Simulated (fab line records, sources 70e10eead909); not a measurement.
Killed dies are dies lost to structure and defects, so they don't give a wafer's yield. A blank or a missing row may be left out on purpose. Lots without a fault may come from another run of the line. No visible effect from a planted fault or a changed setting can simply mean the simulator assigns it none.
Matching of chambers ; flow nand harc ; cmp-01 running NHARC_P_M0_CMP_23: 3 sister chambers
The step polishes, t overpolish 20 s, target thk 117.54 nm. 6 wafers are shown with their chamber, then 4 later ones without.

## WAFERS, EACH WITH ITS CHAMBER
wafer;chamber;motor current A (A);time to endpoint s (s)
L987.3;3;13.3;29.7
L987.5;0;11.3;31.6
L987.6;1;10.2;27.8
L992.1;3;12.4;29.7
L992.2;0;13.5;28.6
L992.4;1;9.8;26.7

## WAFERS WITH NO CHAMBER GIVEN
wafer;motor current A (A);time to endpoint s (s)
L995.3;9.9;29.3
L995.6;12.9;29.1
L996.2;9.2;27.3
L996.4;12.5;30.6

## EACH ONE'S CHAMBER
wafer;from the rows above;in truth
L995.3;can't be placed: 1 or 0 or 3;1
L995.6;can't be placed: 3 or 0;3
L996.2;1;1
L996.4;can't be placed: 0 or 3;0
Placed correctly: 1 of 4. These rows do not allow placing 3 (true chamber among the candidates in 3). Wrongly placed: 0.
How it was worked out, from the rows above alone: a wafer's distance from a chamber is the root of the sum, over the readings, of the square of ((its reading less the chamber's mean) divided by the reading's scatter). If the next closest chamber is less than 2 further off than the closest, the wafer can't be placed; otherwise it belongs to the closest. Each chamber's mean is taken over the wafers shown for it. The scatter: take each reading less its chamber's mean, square it, sum over the shown wafers, divide by the number of wafers less the number of chambers, and take the root.
